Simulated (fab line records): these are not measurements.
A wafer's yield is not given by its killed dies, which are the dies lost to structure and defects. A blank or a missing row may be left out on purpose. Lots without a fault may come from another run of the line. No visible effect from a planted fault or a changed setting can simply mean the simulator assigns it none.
One fault through the eyes of 2 desks / flow nand-harc / what lay behind the numbers comes last; until then each desk has only its own

== THE TOOL OWNER'S DESK: pecvd-02 ==
The tool's own readings at NHARC_THIN_TSV_DEP_43 (deposits SiO2, target thk 1328.5 nm): means of the sampled wafers that have a number, for each lot that ran on this tool. If a lot's mean is further than 4 standard deviations from the usual mean, the lot is out of limits and carries the mark OUT (the distance appears in the brackets).
Columns: A = throttle-valve-pct at NHARC_THIN_TSV_DEP_43, usual 16.2 %
lot=L599; first seen here=day 24 20:05; A=16.4
lot=L602; first seen here=day 25 06:15; A=16.1
lot=L604; first seen here=day 26 13:29; A=16.3
lot=L615; first seen here=day 30 16:55; A=16.4
This desk's finding: nothing out of limits on any of the 4 lots.

== THE DEFECT DESK ==
What the inspections along the route counted, lot by lot: means of the sampled wafers that have a number. If a lot's mean is further than 4 standard deviations from the usual mean, the lot is out of limits and carries the mark OUT (the distance appears in the brackets).
Columns: A = raw-defect-count at NHARC_A_BONDPAD_INSPECT_23, usual 576
lot=L601; first seen here=day 24 06:16; A=763
lot=L600; first seen here=day 24 07:30; A=385
lot=L599; first seen here=day 24 09:12; A=868
lot=L602; first seen here=day 24 18:09; A=423
lot=L603; first seen here=day 25 17:35; A=500
lot=L604; first seen here=day 25 22:49; A=542
lot=L609; first seen here=day 27 16:59; A=486
lot=L615; first seen here=day 30 03:47; A=750
lot=L617; first seen here=day 31 00:42; A=691
lot=L616; first seen here=day 31 12:38; A=668
lot=L618; first seen here=day 32 00:15; A=555
lot=L621; first seen here=day 33 00:20; A=492
This desk's finding: nothing out of limits on any of the 12 lots.

== BROUGHT TOGETHER ==
The tool owner's desk saw nothing out of limits.
Nothing out of limits was seen by the defect desk.

== WHAT THE SIMULATOR PUT IN ==
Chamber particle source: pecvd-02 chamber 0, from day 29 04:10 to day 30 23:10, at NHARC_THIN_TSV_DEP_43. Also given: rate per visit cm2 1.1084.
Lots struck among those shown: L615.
